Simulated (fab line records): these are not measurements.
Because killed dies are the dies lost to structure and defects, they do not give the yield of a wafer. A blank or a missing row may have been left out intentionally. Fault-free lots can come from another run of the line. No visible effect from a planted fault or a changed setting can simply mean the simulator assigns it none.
Split-lot study -- flow n5 finfet -- route with 1938 steps; 7 lots, 39 wafers read

## THE SPLIT
At N5_HKMG_FIN_DEVELOP_11 (develop time 30 s), the setting develop time s was moved away from the recipe's 30 s on 15 of the 39 wafers read, by -55.0% to +38.6%. This setting was run at the recipe's value on the other wafers.

Split to reading: the file shows no intervening step.

## THE READING
cd nm (nm) at N5_HKMG_FIN_CD_MEAS_12, where the cd target is 92.8 nm. Typical for fault-free wafers on this fab line: 93.4 nm, with standard deviation 0.61 nm.

wafer,"tool, chamber at the split","develop time s as run, s",against the recipe,"cd nm, nm",against lot-mates on the recipe
L074.1,"litho track-03, 0",41.57,+38.6%,95.2,+1.4
L074.2,"litho track-03, 0",30,recipe,93.7,-
L074.3,"litho track-03, 0",41.57,+38.6%,95.6,+1.8
L074.4,"litho track-03, 0",30,recipe,94.8,-
L074.5,"litho track-03, 0",30,recipe,93.0,-
L074.6,"litho track-03, 0",41.57,+38.6%,96.1,+2.3
L083.1,"litho track-02, 0",30,recipe,93.4,-
L083.2,"litho track-02, 0",30,recipe,92.9,-
L083.3,"litho track-02, 0",30,recipe,92.7,-
L083.4,"litho track-02, 0",13.51,-55.0%,88.7,-4.3
L083.5,"litho track-02, 0",13.51,-55.0%,88.9,-4.1
L083.6,"litho track-02, 0",13.51,-55.0%,87.9,-5.1
L084.1,"litho track-02, 0",30,recipe,93.0,-
L084.2,"litho track-02, 0",40.99,+36.6%,95.4,+2.3
L084.3,"litho track-02, 0",30,recipe,92.9,-
L084.4,"litho track-02, 0",40.99,+36.6%,94.3,+1.2
L084.5,"litho track-02, 0",30,recipe,93.3,-
L084.6,"litho track-02, 0",40.99,+36.6%,94.5,+1.4
L094.1,"litho track-03, 0",19.66,-34.5%,92.5,-0.8
L094.2,"litho track-03, 0",19.66,-34.5%,90.6,-2.7
L094.3,"litho track-03, 0",30,recipe,94.3,-
L094.4,"litho track-03, 0",19.66,-34.5%,91.1,-2.2
L094.5,"litho track-03, 0",30,recipe,93.3,-
L094.6,"litho track-03, 0",30,recipe,92.4,-
L095.1,"litho track-03, 0",16.16,-46.1%,90.0,-2.4
L095.2,"litho track-03, 0",30,recipe,91.8,-
L095.3,"litho track-03, 0",16.16,-46.1%,90.3,-2.1
L095.4,"litho track-03, 0",30,recipe,92.0,-
L095.5,"litho track-03, 0",30,recipe,93.5,-
L095.6,"litho track-03, 0",16.16,-46.1%,88.4,-4.0
L096.2,"litho track-02, 0",30,recipe,93.1,-
L096.3,"litho track-02, 0",30,recipe,93.3,-
L096.4,"litho track-02, 0",30,recipe,93.9,-
L097.1,"litho track-04, 0",30,recipe,93.4,-
L097.2,"litho track-04, 0",30,recipe,93.6,-
L097.3,"litho track-04, 0",30,recipe,92.8,-
L097.4,"litho track-04, 0",30,recipe,93.3,-
L097.5,"litho track-04, 0",30,recipe,93.6,-
L097.6,"litho track-04, 0",30,recipe,93.9,-

FIT RESULTS
A straight line over all 39 wafers: cd nm changes by +0.0688 nm for each +1% of develop time s; r = +0.92; the points scatter about the line by 0.78 nm.
The same after taking each lot's own level away (the mean of its wafers on the recipe; 39 wafers): +0.0618 nm for each +1%; r = +0.93; scatter 0.68 nm.
On that fit, the largest move of develop time s shifts the reading by 3.4 nm.
The lots' own levels span 92.43 to 93.83 nm, that is 2.3 times the standard deviation above.
So the lot-to-lot level changes the slope: the two fits differ.
Check: -3.46 nm against its lot-mates is what the line predicts for one of the wafers moved furthest among these (-55.0%) when that wafer is left out of the fit. It came out at -4.3 nm against them.

## ADDITIONAL SPLITS CARRIED BY THESE WAFERS
Other splits were also applied to these wafers ahead of the reading. Each is held against what the fit with the lots' levels taken away leaves over:
other split on the same wafers,wafers away from the commonest value,r with cd nm (lot level and that fit taken away)
N5_ZERO_LAYER_PECVD_02 time s,15,+0.09
N5_FIN_SAQP_HM_DEP_03 target thk a,15,-0.17
N5_SPACER0_ALD_07 target thk a,15,-0.24

## THE WHOLE CHAIN: every reading that the file lists as answering this split, in the file's order
step,what it does,reading,change (the file's fit),r (the file's)
N5_HKMG_FIN_CD_MEAS_12,target cd 92.8 nm,cd nm,+0.0629 nm for each +1% of the setting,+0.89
N5_HKMG_FIN_DESCUM_17,"chemistry O2, time 7.9 s","HKMG_FIN.cd nm (the simulator's own value, which no gauge read)",+0.0634 nm for each +1% of the setting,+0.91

## FILE'S OWN FIT
cd nm changes by +0.0629 nm for each +1% of develop time s, r = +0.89.
